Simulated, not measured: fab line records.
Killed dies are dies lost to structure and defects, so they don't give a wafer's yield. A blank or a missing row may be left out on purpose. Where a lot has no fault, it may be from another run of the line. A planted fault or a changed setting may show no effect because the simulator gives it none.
fab line records	flow nand-harc
[record] lots = 6	wafers = 18	last-day = 24
route steps=1159 shown P_GATE@126 END@1159
lots with no fault: from the same line, run without faults
start-h: the number of hours between the record's first day and the start of the first shown wafer of the lot	wait-h: hours since the lot's step before	" repeats the value in the row above	L1.1+2: a single row standing in for several wafers	- no value, or no start given	* or withheld: withheld	< > ~ a bound
route shown NAME@n: names a module that has steps shown in the file, with the first one's number in the route	usual: average and standard deviation across the fault-free wafers	same: alike in all rows	chamber/n: place in a boat	sites: each site's reading	_std_site: standard deviation of those values	_edge_site: mean of outer sites minus mean of inner sites	radius-mm: how far each site lies from the wafer's centre	mask NAME#n: copy n	behind: the last tool/chamber to shape the wafer	hold: cause of the lot's hold/its duration in hours/its outcome	device: whichever transistor did not switch (one of n, p or np)	end of line: at the end of the route, the tests of the same wafers	a step without rows: its recipe alone	killed: not the wafer's yield, but the dies lost to structure and defects at the first sort	map: per-die view of a wafer (x killed, . not killed, _ where there is no die)
set.NAME: setting as actually run; set.NAME@STEP: the setting as run at that earlier step	model.NAME: the simulator's own value behind a step, which no gauge read
lots seen at some steps along the route; tables by step, rows by wafer
services: from which hour (start-h, from the record's first day; less than 0 if before it) a tool's chamber was out of use, for how many hours, and why
[[steps]]
[step NHARC_P_GATE_STRIP_15]
[recipe] time-s = 780	temp-c = 130	chemistry = SPM
[step NHARC_P_GATE_PRECLEAN_71]
[recipe] time-s = *	temp-c = 50	bath-age-min = 0	chemistry = SC1
[step NHARC_P_GATE_SRD_72]
[step NHARC_P_GATE_OXIDE_16]
[recipe] target-thk-a = 30	temp-c = 875	ox-time-s = 392	material = SiO2
[step NHARC_P_GATE_CVD_17]
[recipe] target-thk-a = 1500	temp-c = 620	time-s = 900	material = poly-Si
[step NHARC_P_GATE_HM_DEP_102]
[recipe] target-thk-a = 1200	temp-c = 400	material = aC
[usual] throttle-valve-pct = 35.000/0.01
lot.wafer	tool	chamber	start-h	wait-h	throttle-valve-pct
L433.1	acl-dep-03	0	101.37	0.4	34.992
L433.3	"	0	"	"	34.994
L433.4	"	0	"	"	35.007
L439.3	acl-dep-02	0	140.78	0.6	35.028
L439.4	"	0	"	"	34.995
L439.6	"	0	"	"	34.979
L444.2	acl-dep-03	0	163.18	0.5	34.986
L444.4	"	0	"	"	35.009
L444.6	"	0	"	"	35.011
L443.3	acl-dep-01	0	163.47	0.8	34.991
L443.4	"	0	"	"	35.010
L443.5	"	0	"	"	35.016
L451.1	acl-dep-02	0	210.47	0.4	35.007
L451.3	"	0	"	"	34.989
L451.6	"	0	"	"	35.014
L453.3	acl-dep-02	0	216.16	0.6	34.996
L453.4	"	0	"	"	35.002
L453.5	"	0	"	"	34.992
[step NHARC_P_GATE_DEP_103]
[recipe] target-thk-a = 300	target-thk-nm = 30	temp-c = 400	flow-sccm = 200	rf-w = 350	material = SiON
[usual] heater-power-w = 689/110
lot.wafer	tool	chamber	start-h	wait-h	heater-power-w
L433.3	pecvd-01	0	102.06	0.4	849
L433.1	"	1	"	"	593
L433.4	"	0	"	"	826
L439.3	pecvd-02	2	141.23	0.3	690
L439.6	"	0	"	"	919
L439.4	"	1	"	"	604
L444.2	pecvd-04	0	163.99	0.7	670
L444.4	"	2	"	"	658
L444.6	"	0	"	"	656
L443.3	pecvd-04	0	164.34	0.8	678
L443.5	"	1	"	"	593
L443.4	"	2	"	"	712
L451.1	pecvd-02	2	211.16	0.6	684
L451.3	"	0	"	"	859
L451.6	"	0	"	"	869
L453.3	pecvd-01	2	216.67	0.4	598
L453.5	"	0	"	"	777
L453.4	"	1	"	"	672
[step NHARC_P_GATE_DEHYDRATE_18]
[recipe] temp-c = 150	time-s = 120
[step NHARC_P_GATE_HMDS_19]
[recipe] time-s = 30
[step NHARC_P_GATE_COAT_20]
[recipe] spin-rpm = 1500	resist-thk-nm = 90
[step NHARC_P_GATE_SOFTBAKE_21]
[recipe] temp-c = 105	time-s = 55
[step NHARC_P_GATE_EBR_22]
[step NHARC_P_GATE_EXPOSE_23]
[recipe] na = 1.35	target-cd-nm = 120	dose-mj = 93.91	mask-id = P_GATE
[usual] exposure-dose-mJ-cm2 = 93.91/0.093
lot.wafer	tool	chamber	start-h	wait-h	mask	exposure-dose-mJ-cm2
L433.1	arfi-scanner-03	0	102.57	-	P_GATE#0	93.97
L433.3	"	0	"	"	P_GATE#0	93.96
L433.4	"	0	"	"	P_GATE#0	93.85
L439.3	arfi-scanner-02	0	141.78	-	P_GATE#0	93.99
L439.4	"	0	"	"	P_GATE#0	93.99
L439.6	"	0	"	"	P_GATE#0	93.97
L444.2	arfi-scanner-03	0	164.35	-	P_GATE#0	55.49
L444.4	"	0	"	"	P_GATE#0	55.42
L444.6	"	0	"	"	P_GATE#0	55.51
L443.3	arfi-scanner-03	0	164.71	-	P_GATE#0	55.83
L443.4	"	0	"	"	P_GATE#0	55.76
L443.5	"	0	"	"	P_GATE#0	55.73
L451.1	arfi-scanner-01	0	211.67	-	P_GATE#0	93.87
L451.3	"	0	"	"	P_GATE#0	93.89
L451.6	"	0	"	"	P_GATE#0	93.98
L453.3	arfi-scanner-01	0	217.15	-	P_GATE#0	93.97
L453.4	"	0	"	"	P_GATE#0	94.09
L453.5	"	0	"	"	P_GATE#0	94.06
[step NHARC_P_GATE_PEB_24]
[recipe] peb-temp-c = 100	peb-time-s = 65
[step NHARC_P_GATE_DEVELOP_25]
[recipe] develop-time-s = 35	dev-temp-c = 23
[step NHARC_P_GATE_CD_MEAS_26]
[recipe] target-cd-nm = 120	landing-energy-ev = 500
[usual] cd-nm = 119.9/0.65
lot.wafer	tool	chamber	start-h	wait-h	hold	cd-nm
L433.1	cd-sem-03	0	102.71	-	-	119.7
L433.3	"	0	"	"	-	120.6
L433.4	"	0	"	"	-	121.4
L439.3	cd-sem-02	0	141.91	-	-	118.8
L439.4	"	0	"	"	-	119.3
L439.6	"	0	"	"	-	118.8
L444.2	cd-sem-01	0	164.49	-	await-dispo/0.2h/release	151.1
L444.4	"	0	"	"	await-dispo/0.2h/release	151.4
L444.6	"	0	"	"	await-dispo/0.2h/release	151.5
L444.2	cd-sem-01	0	-	-	-	151.4
L444.4	"	0	"	"	-	152.0
L444.6	"	0	"	"	-	151.8
L443.3	cd-sem-03	0	164.84	-	await-dispo/0.2h/release	150.3
L443.4	"	0	"	"	await-dispo/0.2h/release	150.5
L443.5	"	0	"	"	await-dispo/0.2h/release	150.2
L443.3	cd-sem-03	0	-	-	-	149.9
L443.4	"	0	"	"	-	150.4
L443.5	"	0	"	"	-	150.6
L451.1	cd-sem-03	0	211.81	-	-	121.0
L451.3	"	0	"	"	-	119.6
L451.6	"	0	"	"	-	119.0
L453.3	cd-sem-03	0	217.29	-	-	119.6
L453.4	"	0	"	"	-	120.1
L453.5	"	0	"	"	-	120.3
[step NHARC_END_SORT_01]
[recipe] temp-c = 25
[usual] defect-limited-yield = 95.5/1.4	killed-at-array = 26/9.1	killed-at-other = 0.7/0.9	killed-at-periphery = 3.6/2.8	killed-dies = 30/9.2	killed-open = 3.0/1.9	killed-short = 2.0/1.4	sort_bin_2_pct = 1.4/0.6	sort_bin_3_pct = 0.23/0.17	sort_bin_4_pct = 2.8/0.92	sort-n-pass = 647/9.2	sort-rim-yield-pct = 95.9/2.1	sort-yield-pct = 95.5/1.4
[same] gross-dies = 677	sort_bin_5_pct[%] = 0	sort_bin_6_pct[%] = 0	sort_bin_7_pct[%] = 0	sort_bin_8_pct[%] = 0	sort-rim-n-gross = 106.00
lot.wafer	tool	chamber	start-h	wait-h	defect-limited-yield[%]	killed-at-array	killed-at-other	killed-at-periphery	killed-dies	killed-open	killed-short	sort_bin_2_pct[%]	sort_bin_3_pct[%]	sort_bin_4_pct[%]	sort-n-pass	sort-rim-yield-pct[%]	sort-yield-pct[%]
L439.3	prober-01	0	498.83	3.1	96.3	22	2	1	25	3	0	1.2	0	2.5	652	98.1	96.3
L439.4	prober-01	0	499.63	3.4	94.2	35	1	3	39	2	1	1.9	0.44	3.4	638	94.3	94.2
L439.6	prober-01	0	501.22	4.0	95.6	27	0	3	30	1	0	1.0	0.15	3.2	647	97.2	95.6
// killed by level:class
L439.3 A_CHANNEL_HOLE_D1:chamber-film-flake=17 A_CONTACT:chamber-film-flake=2 THIN_TSV:chamber-film-flake=2 P_M0:geometric-particle:open=1 A_SOURCE_PLATE:geometric-particle:open=1 A_CHANNEL_FILL_D1:geometric-particle:open=1 A_STAIRCASE:chamber-film-flake=1
L439.4 A_CHANNEL_HOLE_D1:chamber-film-flake=21 A_STAIRCASE:chamber-film-flake=5 A_CONTACT:chamber-film-flake=4 P_GATE:chamber-film-flake=3 A_ONON_D1:geometric-particle:short=1 A_SGD_CUT:geometric-particle:open=1 A_WL_FILL:geometric-particle:open=1 A_ZERO_WELL:chamber-film-flake=1
L439.6 A_CHANNEL_HOLE_D1:chamber-film-flake=14 A_CONTACT:chamber-film-flake=7 A_STAIRCASE:chamber-film-flake=4 P_GATE:chamber-film-flake=3 A_CHANNEL_FILL_D1:geometric-particle:open=1 A_WL_FILL:chamber-film-flake=1
[[services]]
tool	chamber	start-h	hours	kind
arfi-scanner-02	-	84.00	4.0	pm
arfi-scanner-01	-	85.61	3.3	repair
acl-dep-01	-	113.18	13.0	pm
acl-dep-03	-	136.01	0.4	repair
arfi-scanner-03	-	140.00	4.0	pm
arfi-scanner-03	-	148.13	0.3	repair
pecvd-02	-	153.12	13.0	pm
pecvd-02	0	153.12	13.0	vent-cycle
pecvd-02	1	153.12	13.0	vent-cycle
pecvd-02	2	153.12	13.0	vent-cycle
pecvd-02	0	166.12	-	clean
pecvd-02	1	166.12	-	clean
pecvd-02	2	166.12	-	clean
acl-dep-02	-	169.32	13.0	pm
arfi-scanner-02	-	171.84	3.4	repair
arfi-scanner-01	0	173.79	-	calibration
pecvd-04	-	195.00	13.0	pm
pecvd-04	0	195.00	13.0	vent-cycle
pecvd-04	1	195.00	13.0	vent-cycle
pecvd-04	2	195.00	13.0	vent-cycle
arfi-scanner-01	-	196.00	4.0	pm
arfi-scanner-02	-	199.37	1.0	repair
pecvd-04	0	208.00	-	clean
pecvd-04	1	208.00	-	clean
[[key]]
[first-sign] step = NHARC_P_GATE_EXPOSE_23	reading = exposure-dose-mJ-cm2	direction = down	sigmas = 99+	usual = 93.91	struck = 55.62
[effect] step = NHARC_P_GATE_CD_MEAS_26	reading = visit	direction = added
[effect] step = NHARC_P_GATE_CD_MEAS_26	reading = cd-nm	direction = up	sigmas = 48	usual = 119.9	struck = 150.9
met-at NHARC_P_GATE_EXPOSE_23
struck-wafers L443.3,L443.4,L443.5,L444.2,L444.4,L444.6
scrapped-behind NHARC_P_GATE_CD_MEAS_26 L443.3,L443.4,L443.5,L444.2,L444.4,L444.6
onset-between 102.57 164.35
[fault] kind = process-parameter-drift	tool = arfi-scanner-03	chamber = -	onset-h = 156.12	steps = NHARC_P_GATE_EXPOSE_23	channel = dose-mj	offset = -38.248	shape = step	acts-in = these-recipes-only	stated = 93.91
